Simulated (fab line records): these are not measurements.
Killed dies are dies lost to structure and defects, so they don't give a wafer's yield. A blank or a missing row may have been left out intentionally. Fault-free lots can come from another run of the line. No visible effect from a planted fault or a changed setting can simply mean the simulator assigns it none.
Chamber matching	flow nandHarc	NHARC_A_DECK1_JOINT_ETCHBACK_00 on rieSi-01 has 4 sister chambers
The step etches the open film in HBr, target depth 30 nm, time 17.4 s. 4 wafers are shown with their chamber, then 7 later ones without.

== WAFERS PAIRED WITH THEIR CHAMBERS ==
wafer	chamber	oesProductAu (a.u.)
L077.6	1	0.992
L081.4	3	1.006
L085.3	0	0.996
L085.4	2	0.993

== WAFERS WITHOUT THEIR CHAMBER ==
wafer	oesProductAu (a.u.)
L085.5	0.985
L089.2	1.018
L089.3	0.993
L089.6	1.001
L091.1	0.990
L091.2	1.007
L091.3	0.985

== THE CHAMBER EACH PASSED THROUGH ==
wafer	from the rows above	in truth
L085.5	can't be placed: 1 or 2 or 0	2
L089.2	can't be placed: 3 or 0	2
L089.3	can't be placed: 2 or 1 or 0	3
L089.6	can't be placed: 0 or 3 or 2 or 1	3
L091.1	can't be placed: 1 or 2 or 0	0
L091.2	can't be placed: 3 or 0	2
L091.3	can't be placed: 1 or 2 or 0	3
Correctly placed: 0 of 7. Unplaceable from these rows: 7, with the true chamber sitting among the candidates in 3. 0 placed wrongly.
How it was worked out, from the rows above alone: a wafer's distance from a chamber is the root of the sum, over the readings, of the square of ((its reading less the chamber's mean) divided by the reading's scatter). The wafer belongs to the nearest chamber; if the next one is less than 2 further off, it can't be placed. For every chamber, the mean is computed from those of its wafers that are shown. The scatter: root of mean squared gap, hidden wafer to nearest shown wafer, with one shown wafer a chamber.
